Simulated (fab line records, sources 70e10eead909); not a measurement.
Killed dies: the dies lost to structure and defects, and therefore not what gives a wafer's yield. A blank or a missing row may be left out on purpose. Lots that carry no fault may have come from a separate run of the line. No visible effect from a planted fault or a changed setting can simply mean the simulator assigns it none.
Matching of chambers | flow nand-harc | NHARC_A_M1_CMP_23 on cmp-03 has 4 sister chambers
The step polishes, t overpolish 20 s, target thk 154.34 nm. 8 wafers are shown with their chamber, then 10 later ones without.

## WAFERS, EACH WITH ITS CHAMBER
wafer  | chamber | motor-current-A (A) | time-to-endpoint-s (s)
L078.5 | 1       | 12.3                | 30.7
L082.4 | 1       | 12.8                | 28.2
L083.3 | 3       | 13.6                | 28.7
L087.1 | 3       | 12.5                | 30.2
L085.3 | 0       | 12.8                | 32.0
L085.5 | 0       | 12.7                | 31.0
L086.2 | 2       | 13.2                | 28.0
L086.5 | 2       | 12.7                | 28.4

## WAFERS WITHOUT THEIR CHAMBER
wafer  | motor-current-A (A) | time-to-endpoint-s (s)
L086.6 | 13.4                | 30.5
L088.1 | 12.3                | 30.5
L088.2 | 12.8                | 29.1
L088.4 | 13.1                | 30.5
L091.3 | 12.3                | 31.8
L091.5 | 13.4                | 33.5
L091.6 | 12.8                | 32.4
L094.1 | 13.8                | 28.6
L094.2 | 13.3                | 29.2
L094.5 | 13.6                | 26.8

## WHICH CHAMBER EACH ONE RAN IN
wafer  | from the rows above               | in truth
L086.6 | can't be placed: 3 or 0 or 1 or 2 | 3
L088.1 | can't be placed: 1 or 0 or 3 or 2 | 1
L088.2 | can't be placed: 1 or 3 or 2 or 0 | 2
L088.4 | can't be placed: 3 or 0 or 1 or 2 | 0
L091.3 | can't be placed: 0 or 1 or 3      | 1
L091.5 | can't be placed: 0 or 3 or 1      | 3
L091.6 | can't be placed: 0 or 1 or 3      | 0
L094.1 | can't be placed: 3 or 2 or 1 or 0 | 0
L094.2 | can't be placed: 3 or 2 or 1 or 0 | 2
L094.5 | can't be placed: 2 or 3 or 1      | 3
Correctly placed: 0 of 10. These rows do not allow placing 10 (true chamber among the candidates in 10). Placed wrongly: 0.
How it was worked out, from the rows above alone: a wafer's distance from a chamber is the root of the sum, over the readings, of the square of ((its reading less the chamber's mean) divided by the reading's scatter). If the next closest chamber is less than 2 further off than the closest, the wafer can't be placed; otherwise it belongs to the closest. A chamber's mean is the mean of its shown wafers. How the scatter is found: for the shown wafers, subtract from each reading the mean of its chamber, square and add these, divide the total by (wafers less chambers), then take the root.
